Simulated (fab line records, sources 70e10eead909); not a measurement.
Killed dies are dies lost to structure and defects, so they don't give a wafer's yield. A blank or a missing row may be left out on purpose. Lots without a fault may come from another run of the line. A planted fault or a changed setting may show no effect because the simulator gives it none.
fab line records | flow nand_harc
record lots=12 wafers=36 last_day=34
route steps=1302 shown P_CONTACT@238 END@1302
lots that met no fault: from a run of the same line without faults
start_h: hours from the record's first day to the start of the lot's first wafer shown | wait_h: hours since the lot's step before | " the same as in the row above | L1.1+2: a row that stands for several wafers | - no value, or no start given | * or withheld: withheld | < > ~ a bound
route shown NAME@n: a module of which the file shows steps, and the number in the route of the first | usual: mean/standard deviation of fault-free wafers | same: alike in all rows | chamber/n: place in a boat | sites: the reading at each site | _std_site: their standard deviation | _edge_site: outer sites' mean less inner sites' | radius_mm: how far each site lies from the wafer's centre | mask NAME#n: copy n | behind: the tool/chamber that last shaped the wafer | hold: why the lot was held/for how many hours/how that ended | device: the transistor (n, p or np) that didn't switch | end of line: the same wafers' tests at the end of the route | a step without rows: its recipe alone | killed: dies lost to structure and defects at the first sort, not the wafer's yield | map: a wafer's dies, x killed, . not, _ none there
set.NAME: the setting as run; set.NAME@STEP: as run at that earlier step | model.NAME: the simulator's own value behind a step, which no gauge read
steps of the route over a sample of lots; a table a step, a row a wafer
services: from which hour (start_h, from the record's first day; less than 0 if before it) a tool's chamber was out of use, for how many hours, and why
## steps
# step NHARC_P_CONTACT_ETCH_18
# recipe target_depth_a=4810 time_s=240.5 c4f8_flow_sccm=20 o2_flow_sccm=10 ar_flow_sccm=withheld rf_w=600 bias_w=1500 chemistry=C4F8/O2/Ar
# usual bias_w=1499/4.9 chamber_pressure_mTorr=24.999/0.023 oes_product_au=0.959/0.018 rf_vpp_V=981/4.7
# columns lot.wafer tool chamber start_h wait_h bias_w chamber_pressure_mTorr oes_product_au rf_hours_counter_h rf_vpp_V
L645.4 rie_diel-11 3 134.95 - 1502 24.984 0.969 3.0 988
L645.2 " 2 " " 1504 25.007 0.981 2.6 987
L645.5 " 3 " " 1493 24.940 0.970 - 988
L646.2 rie_diel-12 3 148.41 - 1492 25.001 0.951 1.6 985
L646.1 " 0 " " 1497 24.999 0.958 1.4 974
L646.3 " 1 " " 1496 24.997 0.965 1.1 981
L647.3 rie_diel-12 1 156.18 - 1499 24.992 0.941 1.4 981
L647.1 " 2 " " 1500 24.985 0.954 2.0 974
L647.2 " 3 " " 1498 24.977 0.952 2.1 986
L649.1 rie_diel-08 3 180.51 - 1491 24.993 0.948 4.8 982
L649.2 " 1 " " 1499 25.038 0.972 4.7 973
L649.5 " 3 " " 1495 25.003 0.944 - 981
L650.1 rie_diel-12 1 184.97 - 1493 25.002 0.942 2.1 980
L650.4 " 3 " " 1495 25.012 0.957 2.8 987
L650.5 " 2 " " 1502 24.982 0.968 - 973
L651.1 rie_diel-11 3 208.44 - 1505 25.011 0.965 6.7 988
L651.2 " 0 " " 1502 24.982 0.977 7.1 982
L651.6 " 1 " " 1500 25.003 0.975 - 977
L653.2 rie_diel-08 3 221.00 - 1497 24.953 0.976 1.1 982
L653.4 " 1 " " 1503 24.959 0.977 1.1 976
L653.6 " 3 " " 1489 24.963 0.968 - 982
L654.3 rie_diel-12 3 225.36 - 1499 25.027 0.911 3.7 987
L654.5 " 1 " " 1505 24.972 0.905 - 979
L654.6 " 2 " " 1495 25.026 0.917 - 974
L658.1 rie_diel-12 3 262.82 - 1507 24.979 0.955 5.0 985
L658.6 " 2 " " 1491 24.996 0.953 - 975
L658.5 " 3 " " 1495 24.974 0.945 - 984
L659.2 rie_diel-12 0 278.48 - 1504 24.982 0.961 0.2 976
L659.3 " 1 " " 1512 24.983 0.973 0.3 981
L659.6 " 1 " " 1498 25.031 0.979 - 978
L665.3 rie_diel-11 2 334.02 - - - - - -
L665.2 " 1 " " - - - - -
L665.5 " 2 " " - - - - -
L666.4 rie_diel-11 3 349.69 - - - - - -
L666.3 " 0 " " - - - - -
L666.2 " 1 " " - - - - -
# step NHARC_P_CONTACT_ETCH_31
# recipe target_depth_a=300 time_s=85.7 ion_energy_ev=120 over_etch_frac=1 ch3f_flow_sccm=50 o2_flow_sccm=30 ar_flow_sccm=200 rf_w=500 bias_w=100 chemistry=CH3F/O2
# usual bias_w=99.98/0.3 ch3f_flow_sccm=49.99/0.16 drypump_motor_current_A=5.6/0.49 o2_flow_sccm=30.00/0.081 oes_product_au=0.978/0.013 rf_vpp_V=245.1/1.4 showerhead_plenum_p_Torr=2.51/0.084 throttle_valve_pct=20.662/0.0095
# columns lot.wafer tool chamber start_h wait_h bias_w ch3f_flow_sccm drypump_motor_current_A o2_flow_sccm oes_product_au rf_hours_counter_h rf_vpp_V showerhead_plenum_p_Torr throttle_valve_pct
L645.2 rie_diel-11 1 - - 100.15 50.06 4.7 30.06 0.986 2.5 243.2 2.44 20.680
L645.4 " 2 " " 99.67 49.76 6.1 29.92 0.986 2.7 247.0 2.62 20.661
L645.5 " 0 " " 99.31 50.04 5.5 29.98 0.980 - 245.6 2.53 20.666
L646.1 rie_diel-12 3 - - 99.87 50.05 5.6 30.07 0.976 1.7 246.4 2.60 20.648
L646.2 " 0 " " 99.80 50.10 5.5 30.10 0.988 1.4 244.6 2.41 20.650
L646.3 " 1 " " 99.69 50.17 5.5 30.05 0.975 1.1 245.3 2.48 20.663
L647.1 rie_diel-12 3 - - 99.95 49.95 5.6 30.09 0.983 2.2 245.4 2.60 20.669
L647.3 " 0 " " 100.04 49.94 5.4 29.90 0.986 1.8 244.7 2.41 20.657
L647.2 " 1 " " 100.23 50.02 5.5 29.97 0.960 1.5 244.5 2.48 20.671
L649.2 rie_diel-08 1 - - 99.64 49.98 5.1 29.99 0.980 4.7 242.4 2.41 20.653
L649.1 " 2 " " 99.77 49.82 6.7 30.03 0.976 5.3 245.2 2.48 20.632
L649.5 " 1 " " 99.93 50.04 5.1 30.03 0.983 - 243.4 2.41 20.640
L650.4 rie_diel-12 0 - - 99.70 49.85 5.5 30.07 0.972 2.5 244.9 2.41 20.659
L650.1 " 2 " " 100.66 49.83 5.2 30.05 0.984 2.8 242.3 2.40 20.647
L650.5 " 1 " " 99.99 49.89 5.5 29.91 0.969 - 243.3 2.48 20.642
L651.2 rie_diel-11 2 - - 99.94 49.81 6.1 30.00 0.981 6.4 245.6 2.62 20.663
L651.1 " 1 " " 100.39 49.90 4.7 29.84 0.984 6.7 243.9 2.44 20.649
L651.6 " 3 " " 100.02 50.08 5.6 29.93 0.981 - 246.9 2.63 20.662
L653.4 rie_diel-08 0 - - 99.89 49.92 5.8 30.00 0.975 1.3 247.4 2.61 20.660
L653.2 " 1 " " 99.80 50.09 5.1 30.00 0.967 1.1 245.8 2.41 20.667
L653.6 " 3 " " 100.49 50.01 5.5 30.05 0.978 - 244.5 2.53 20.664
L654.3 rie_diel-12 3 - - 99.89 50.09 5.6 29.92 0.953 3.8 245.4 2.60 20.679
L654.5 " 0 " " 99.56 49.67 5.4 29.95 0.962 - 244.1 2.41 20.664
L654.6 " 1 " " 99.80 50.08 5.5 29.97 0.946 - 245.8 2.48 20.658
L658.1 rie_diel-12 3 - - 100.44 50.30 5.6 29.99 0.974 5.1 247.8 2.60 20.690
L658.6 " 2 " " 99.75 50.06 5.2 30.03 0.985 - 244.1 2.40 20.658
L658.5 " 3 " " 100.19 50.46 5.6 29.81 0.977 - 245.1 2.60 20.674
L659.3 rie_diel-12 0 - - 99.64 50.12 5.4 29.97 0.978 0.3 244.4 2.41 20.661
L659.2 " 1 " " 99.75 50.21 5.5 30.08 0.993 0.4 244.4 2.48 20.643
L659.6 " 3 " " 99.92 50.05 5.6 29.97 0.973 - 246.9 2.60 20.668
L665.3 rie_diel-11 2 - - 100.08 50.07 6.1 30.07 1.002 4.8 245.6 2.61 20.669
L665.2 " 3 " " 99.49 49.99 5.7 29.83 0.991 4.6 245.5 2.63 20.675
L665.5 " 2 " " 100.14 49.97 6.1 30.15 1.008 - 247.6 2.61 20.669
L666.3 rie_diel-11 1 - - 100.16 49.73 4.7 29.98 0.969 4.1 243.9 2.43 20.668
L666.2 " 2 " " 100.25 49.71 6.1 30.05 0.995 5.3 246.5 2.61 20.670
L666.4 " 0 " " 100.06 50.03 5.5 30.10 0.972 4.0 244.0 2.53 20.663
# step NHARC_P_CONTACT_CD_MEAS_19
# usual cd_nm=89.9/1.4
# columns lot.wafer tool chamber start_h wait_h cd_nm
L645.2 cd_sem-02 - 135.34 - 89.2
L645.4 " - " " 87.6
L645.5 " - " " 91.8
L646.1 cd_sem-01 - 148.78 - 90.8
L646.2 " - " " 89.6
L646.3 " - " " 91.6
L647.1 cd_sem-02 - 156.57 - 88.3
L647.2 " - " " 87.9
L647.3 " - " " 88.3
L649.1 cd_sem-03 - 180.89 - 90.9
L649.2 " - " " 91.2
L649.5 " - " " 91.5
L650.1 cd_sem-02 - 185.37 - 91.6
L650.4 " - " " 89.2
L650.5 " - " " 90.3
L651.1 cd_sem-01 - 208.79 - 90.2
L651.2 " - " " 88.4
L651.6 " - " " 88.1
L653.2 cd_sem-01 - 221.39 - 91.4
L653.4 " - " " 92.0
L653.6 " - " " 90.0
L654.3 cd_sem-02 - 225.72 - 91.5
L654.5 " - " " 91.6
L654.6 " - " " 88.4
L658.1 cd_sem-02 - 263.20 - 90.6
L658.5 " - " " 89.5
L658.6 " - " " 90.9
L659.2 cd_sem-03 - 278.87 - 88.6
L659.3 " - " " 90.0
L659.6 " - " " 90.1
L665.2 cd_sem-03 - 334.41 - 90.6
L665.3 " - " " 88.9
L665.5 " - " " 90.8
L666.2 cd_sem-03 - 350.08 - 92.4
L666.3 " - " " 89.3
L666.4 " - " " 91.2
# step NHARC_P_CONTACT_PVD_32
# recipe target_thk_a=50 chamber_pressure_pa=5 power_w=5000 substrate_temp_c=200 time_s=17.7 material=Ti
# usual throttle_valve_pct=30.3/1.5
# columns lot.wafer tool chamber start_h wait_h throttle_valve_pct
L645.4 pvd_sputter-02 - - - 30.9
L645.2 " - " " 28.2
L645.5 " - " " 30.9
L646.3 pvd_sputter-02 - - - 30.9
L646.1 " - " " 28.1
L646.2 " - " " 33.1
L647.2 pvd_sputter-01 - - - 31.5
L647.1 " - " " 29.3
L647.3 " - " " 29.9
L649.1 pvd_sputter-03 - - - 31.0
L649.2 " - " " 30.4
L649.5 " - " " 31.2
L650.4 pvd_sputter-03 - - - 31.7
L650.1 " - " " 30.5
L650.5 " - " " 30.2
L651.1 pvd_sputter-01 - - - 30.4
L651.2 " - " " 31.4
L651.6 " - " " 29.0
L653.4 pvd_sputter-01 - - - 29.3
L653.2 " - " " 30.5
L653.6 " - " " 31.5
L654.3 pvd_sputter-02 - - - 33.2
L654.6 " - " " 28.4
L654.5 " - " " 32.9
L658.1 pvd_sputter-03 - - - 31.1
L658.6 " - " " 31.6
L658.5 " - " " 30.4
L659.3 pvd_sputter-03 - - - 31.3
L659.2 " - " " 30.6
L659.6 " - " " 31.6
L665.2 pvd_sputter-02 - - - 28.6
L665.3 " - " " 32.7
L665.5 " - " " 28.3
L666.2 pvd_sputter-02 - - - 30.6
L666.3 " - " " 32.8
L666.4 " - " " 28.6
# step NHARC_END_SORT_01
# recipe temp_c=25
# usual killed_at_array=62/22 killed_at_other=1.0/1.4 killed_at_periphery=4.2/2.8 killed_dies=67/23 killed_open=3.1/1.7 killed_short=2.1/1.5
# same gross_dies=677
# columns lot.wafer tool chamber start_h wait_h killed_at_array killed_at_other killed_at_periphery killed_dies killed_open killed_short
L665.2 prober-01 0 787.66 2.8 24 0 653 677 2 1
L665.3 prober-01 0 788.45 3.1 27 1 649 677 3 3
L665.5 prober-01 0 790.04 3.7 32 1 644 677 2 6
L666.2 prober-02 0 824.85 2.8 107 0 570 677 5 2
L666.3 prober-02 0 825.65 3.1 77 0 600 677 5 1
L666.4 prober-02 0 826.45 3.4 68 1 608 677 3 2
# killed by level:class
L665.2 P_CONTACT:area_etch=651 A_SLIT:chamber_film_flake=7 A_CONTACT:chamber_film_flake=7 A_SGD_CUT:chamber_film_flake=4 A_STAIRCASE:chamber_film_flake=2 P_STI:geometric_particle:open=1 A_CHANNEL_FILL_D2:geometric_particle:open=1 A_WL_FILL:geometric_particle:short=1
L665.3 P_CONTACT:area_etch=648 A_CONTACT:chamber_film_flake=7 A_SLIT:chamber_film_flake=6 A_SGD_CUT:chamber_film_flake=5 A_CHANNEL_HOLE_D1:chamber_film_flake=2 P_M1:geometric_particle:open=1 A_CHANNEL_FILL_D1:geometric_particle:short=1 A_DECK1_JOINT:geometric_particle:short=1
L665.5 P_CONTACT:area_etch=640 A_CONTACT:chamber_film_flake=9 A_SLIT:chamber_film_flake=8 A_SGD_CUT:chamber_film_flake=6 A_ONON_D2:geometric_particle:short=3 A_WL_FILL:geometric_particle:short=3 P_STI:chamber_film_flake=2 A_CHANNEL_FILL_D2:chamber_film_flake=2
L666.2 P_CONTACT:area_etch=568 A_CHANNEL_HOLE_D2:chamber_film_flake=40 A_SLIT:chamber_film_flake=27 A_CHANNEL_HOLE_D1:chamber_film_flake=17 A_CONTACT:chamber_film_flake=7 A_STAIRCASE:chamber_film_flake=3 A_M0:chamber_film_flake=3 A_M0:geometric_particle:open=2
L666.3 P_CONTACT:area_etch=598 A_CHANNEL_HOLE_D2:chamber_film_flake=28 A_SLIT:chamber_film_flake=23 A_CHANNEL_HOLE_D1:chamber_film_flake=9 A_CONTACT:chamber_film_flake=5 A_STAIRCASE:chamber_film_flake=4 P_GATE:chamber_film_flake=2 A_ONON_D1:geometric_particle:open=1
L666.4 P_CONTACT:area_etch=608 A_SLIT:chamber_film_flake=18 A_CHANNEL_HOLE_D2:chamber_film_flake=16 A_CHANNEL_HOLE_D1:chamber_film_flake=15 A_CONTACT:chamber_film_flake=7 A_CHANNEL_FILL_D2:chamber_film_flake=3 A_STAIRCASE:chamber_film_flake=3 A_WL_FILL:geometric_particle:open=2
## services
# columns tool chamber start_h hours kind
pvd_sputter-01 - 122.92 8.7 repair
rie_diel-08 0 123.81 8.2 repair
rie_diel-12 0 124.90 - clean
rie_diel-12 1 124.90 - clean
rie_diel-12 2 124.90 - clean
rie_diel-12 3 124.90 - clean
rie_diel-12 0 149.40 - clean
rie_diel-12 1 149.40 - clean
rie_diel-12 2 149.40 - clean
pvd_sputter-03 - 168.65 0.8 repair
pvd_sputter-03 - 170.06 10.0 pm
rie_diel-11 - 183.67 2.5 repair
rie_diel-08 2 185.39 4.5 repair
rie_diel-08 - 190.84 9.0 pm
pvd_sputter-01 - 226.00 10.0 pm
rie_diel-11 1 230.09 6.1 repair
pvd_sputter-01 - 244.15 6.5 repair
rie_diel-11 - 255.50 9.0 pm
rie_diel-12 - 268.40 9.0 pm
rie_diel-08 1 269.53 2.1 repair
pvd_sputter-02 - 282.05 10.0 pm
pvd_sputter-03 - 286.18 9.4 repair
rie_diel-12 3 324.86 3.5 repair
pvd_sputter-03 - 348.07 10.0 pm
## key
first_sign step=NHARC_P_CONTACT_ETCH_18 reading=tool_record direction=missing
effect step=NHARC_END_SORT_01 reading=killed_at_periphery direction=up sigmas=99+ usual=4.2 struck=620.7
more_kills_born_at NHARC_P_CONTACT_ETCH_18@rie_diel-11=3713
met_at NHARC_P_CONTACT_ETCH_18
struck_lots L665,L666
later_rows_left_out L665.2,L665.3,L665.5,L666.2,L666.3,L666.4
tester_left_out L665,L666
not_acting_at NHARC_P_CONTACT_ETCH_31,NHARC_P_CONTACT_CD_MEAS_19,NHARC_P_CONTACT_PVD_32
onset_between 208.44 334.02
fault kind=skipped_step_whole tool=rie_diel-11 chamber=- onset_h=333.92 steps=NHARC_P_CONTACT_ETCH_18 scope=struck_lots_only
# tester_left_out: of these lots the tester's yield and bins aren't shown, on N5 and GAA mostly nor the transistor test; their killed dies are dies lost to structure and defects alone, not to doping, threshold or leakage, so they don't give the yield
# later_rows_left_out: the simulator's readings of these wafers behind a module that went badly wrong aren't trusted and aren't shown, but for the sort
